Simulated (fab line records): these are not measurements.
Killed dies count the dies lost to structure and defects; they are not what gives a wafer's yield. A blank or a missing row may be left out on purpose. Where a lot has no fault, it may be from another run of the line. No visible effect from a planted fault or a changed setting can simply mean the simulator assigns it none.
Chamber matching -- flow n5_finfet -- N5_SPACER0_ALD_07 on ald_sin-04: 4 sister chambers
The step deposits SiNx, target thk 2 nm. 14 wafers are shown with their chamber, then 7 later ones without.

== WAFERS WITH THEIR CHAMBER ==
wafer,chamber,heater_power_w (W)
L766.3,0,826
L766.4,2,915
L766.5,3,710
L767.1,2,932
L767.3,0,807
L767.5,0,836
L769.2,3,690
L769.4,1,973
L769.6,2,929
L771.1,0,800
L771.4,2,889
L771.6,0,813
L782.3,2,889
L782.5,0,804

SIGNATURES (means of the wafers above)
reading,chamber 0,chamber 1,chamber 2,chamber 3,scatter within a chamber
heater_power_w,814.33,973.00,910.80,700.00,17.1
Rule: for each reading, subtract the chamber's mean from the wafer's reading, divide by that reading's scatter and square the result; add these up over the readings and take the root, which gives the wafer's distance from the chamber. If the next closest chamber is less than 2 further off than the closest, the wafer can't be placed; otherwise it belongs to the closest. How the scatter is found: for the shown wafers, subtract from each reading the mean of its chamber, square and add these, divide the total by (wafers less chambers), then take the root.

== WAFERS WHOSE CHAMBER IS MISSING ==
wafer,heater_power_w (W)
L782.6,714
L784.1,908
L784.2,920
L784.3,729
L785.1,888
L785.2,718
L785.4,945

== THE CHAMBER EACH PASSED THROUGH ==
wafer,from the rows above,in truth
L782.6,3,3
L784.1,2,2
L784.2,2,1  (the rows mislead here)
L784.3,3,3
L785.1,2,2
L785.2,3,3
L785.4,can't be placed: 1 or 2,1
Correct placement for 5 of the 7. Cannot be placed on the basis of these rows: 1; the candidates contain the true chamber in 1. Wrongly placed: 1.
